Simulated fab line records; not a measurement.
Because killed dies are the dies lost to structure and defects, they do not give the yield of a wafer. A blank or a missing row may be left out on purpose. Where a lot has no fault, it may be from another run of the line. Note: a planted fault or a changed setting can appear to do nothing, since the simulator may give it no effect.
Split-lot study -- flow n5_finfet -- route with 1938 steps; 7 lots, 39 wafers read

== SPLIT DETAILS ==
At N5_HKMG_FIN_PWFM_ALD_03 (deposits TiN, target thk 2 nm, pulse time 1 s, purge time 3 s), the setting ald_cycles was moved away from the recipe's 91 on 18 of the 39 wafers read, by -40.7% to +35.2%. The other wafers ran this setting at the recipe's value.

The reading comes from the split's own step.

== THE READING ==
TiN_of_HKMG_FIN_PWFM_ALD_03.thk_nm (the simulator's own value, which no gauge read), in nm, at N5_HKMG_FIN_PWFM_ALD_03 (deposits TiN, target thk 2 nm, pulse time 1 s, purge time 3 s). The file gives no usual value for it.

wafer,"tool, chamber at the split",ald_cycles as run,against the recipe,"TiN_of_HKMG_FIN_PWFM_ALD_03.thk_nm, nm",against lot-mates on the recipe
L076.1,"ald_metal-04, 3,0,3",54,-40.7%,1.2,-0.8
L076.2,"ald_metal-04, 3,0,3",54,-40.7%,1.2,-0.8
L076.5,"ald_metal-04, 3,0,3",54,-40.7%,1.2,-0.8
L076.3,"ald_metal-04, 2,1,2",91,recipe,2,-
L076.4,"ald_metal-04, 2,1,2",91,recipe,2,-
L076.6,"ald_metal-04, 2,1,2",91,recipe,2,-
L078.1,"ald_metal-03, 2,3,3",91,recipe,2,-
L078.4,"ald_metal-03, 2,3,3",91,recipe,2,-
L078.5,"ald_metal-03, 2,3,3",91,recipe,2,-
L078.2,"ald_metal-03, 0",123,+35.2%,2.8,+0.8
L078.3,"ald_metal-03, 1,2",123,+35.2%,2.6,+0.6
L078.6,"ald_metal-03, 1,2",123,+35.2%,2.6,+0.6
L085.1,"ald_metal-03, 1,3,0",91,recipe,2,-
L085.2,"ald_metal-03, 1,3,0",91,recipe,2,-
L085.5,"ald_metal-03, 1,3,0",91,recipe,2,-
L085.3,"ald_metal-03, 2,0,1",63,-30.8%,1.4,-0.6
L085.4,"ald_metal-03, 2,0,1",63,-30.8%,1.4,-0.6
L085.6,"ald_metal-03, 2,0,1",63,-30.8%,1.4,-0.6
L087.3,"ald_metal-04, 1,3,1",91,recipe,2,-
L087.4,"ald_metal-04, 1,3,1",91,recipe,2,-
L087.5,"ald_metal-04, 1,3,1",91,recipe,2,-
L091.1,"ald_metal-03, 3,2,1",91,recipe,2,-
L091.2,"ald_metal-03, 3,2,1",91,recipe,2,-
L091.4,"ald_metal-03, 3,2,1",91,recipe,2,-
L091.3,"ald_metal-03, 0,0,3",60,-34.1%,1.4,-0.6
L091.5,"ald_metal-03, 0,0,3",60,-34.1%,1.4,-0.6
L091.6,"ald_metal-03, 0,0,3",60,-34.1%,1.4,-0.6
L096.1,"ald_metal-02, 0,2,0",91,recipe,2,-
L096.3,"ald_metal-02, 0,2,0",91,recipe,2,-
L096.5,"ald_metal-02, 0,2,0",91,recipe,2,-
L096.2,"ald_metal-02, 1,3,1",117,+28.6%,2.6,+0.6
L096.4,"ald_metal-02, 1,3,1",117,+28.6%,2.6,+0.6
L096.6,"ald_metal-02, 1,3,1",117,+28.6%,2.6,+0.6
L097.1,"ald_metal-03, 0,3,3",91,recipe,2,-
L097.4,"ald_metal-03, 0,3,3",91,recipe,2,-
L097.5,"ald_metal-03, 0,3,3",91,recipe,2,-
L097.2,"ald_metal-03, 2,1,0",118,+29.7%,2.6,+0.6
L097.3,"ald_metal-03, 2,1,0",118,+29.7%,2.6,+0.6
L097.6,"ald_metal-03, 2,1,0",118,+29.7%,2.6,+0.6
Rows listing several chambers each stand for several wafers; the file does not say which wafer went through which chamber.

THE FIT
A straight line over all 39 wafers: TiN_of_HKMG_FIN_PWFM_ALD_03.thk_nm changes by +0.0194 nm for each +1% of ald_cycles; r = +1.00; the points scatter about the line by 0.035 nm.
The same after taking each lot's own level away (the mean of its wafers on the recipe; 39 wafers): +0.0194 nm for each +1%; r = +1.00; scatter 0.035 nm.
On that fit, the largest move of ald_cycles shifts the reading by 0.79 nm.
The lots' own levels span 2.00 to 2.00 nm.
The two slopes agree, so the slope changes little with the lot-to-lot level.
Check: for one of the wafers moved furthest among these (-40.7%), held out of the fit, the line's prediction against its lot-mates is -0.779 nm. Against them it came out at -0.8 nm.

== THE OTHER SPLITS THESE WAFERS WENT THROUGH ==
Note: prior to the reading, these wafers also went through further splits. Each is held against what the fit with the lots' levels taken away leaves over:
other split on the same wafers,wafers away from the commonest value,r with TiN_of_HKMG_FIN_PWFM_ALD_03.thk_nm (lot level and that fit taken away)
N5_WELL_APT_DEVELOP_24 develop_time_s,12,+0.23
N5_SD_EPI_N_EPI_21 epi_growth_time_s,15,+0.11

== THE FILE'S OWN FIT ==
TiN_of_HKMG_FIN_PWFM_ALD_03.thk_nm changes by +0.0194 nm for each +1% of ald_cycles, r = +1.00.
